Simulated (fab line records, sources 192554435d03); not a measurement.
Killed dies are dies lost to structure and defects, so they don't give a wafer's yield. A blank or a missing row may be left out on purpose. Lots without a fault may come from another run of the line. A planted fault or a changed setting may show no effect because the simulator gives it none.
Chamber matching | flow n5_finfet | N5_BEOL_M8_ETCH_65 on rie_diel-03: 4 sister chambers
The step etches SiARC in CF4, target depth 15.6 nm, time 26 s. 4 wafers are shown with their chamber, then 9 later ones without.

WAFERS WITH THEIR CHAMBER
wafer  | chamber | showerhead_plenum_p_Torr (Torr)
L079.3 | 1       | 2.11
L082.3 | 3       | 2.10
L082.4 | 2       | 2.11
L082.5 | 0       | 2.19

WAFERS WITHOUT THEIR CHAMBER
wafer  | showerhead_plenum_p_Torr (Torr)
L090.1 | 2.11
L090.2 | 2.10
L090.3 | 2.19
L092.1 | 2.11
L092.4 | 2.09
L092.5 | 2.09
L095.2 | 2.18
L095.4 | 2.10
L095.6 | 2.09

WHICH CHAMBER EACH WENT THROUGH
wafer  | from the rows above          | in truth
L090.1 | can't be placed: 1 or 2 or 3 | 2
L090.2 | can't be placed: 3 or 1 or 2 | 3
L090.3 | 0                            | 0
L092.1 | can't be placed: 1 or 2 or 3 | 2
L092.4 | can't be placed: 3 or 1 or 2 | 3
L092.5 | can't be placed: 3 or 1 or 2 | 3
L095.2 | 0                            | 0
L095.4 | can't be placed: 3 or 1 or 2 | 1
L095.6 | can't be placed: 3 or 1 or 2 | 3
Placed correctly: 2 of 9. Can't be placed from these rows: 7 (the true chamber is among the candidates in 7). Placed wrongly: 0.
How it was worked out, from the rows above alone: a wafer's distance from a chamber is the root of the sum, over the readings, of the square of ((its reading less the chamber's mean) divided by the reading's scatter). The wafer belongs to the nearest chamber; if the next one is less than 2 further off, it can't be placed. A chamber's mean is the mean of its shown wafers. The scatter: with one shown wafer a chamber, the root of the mean of the squares of how far each hidden wafer lies from its nearest shown one.
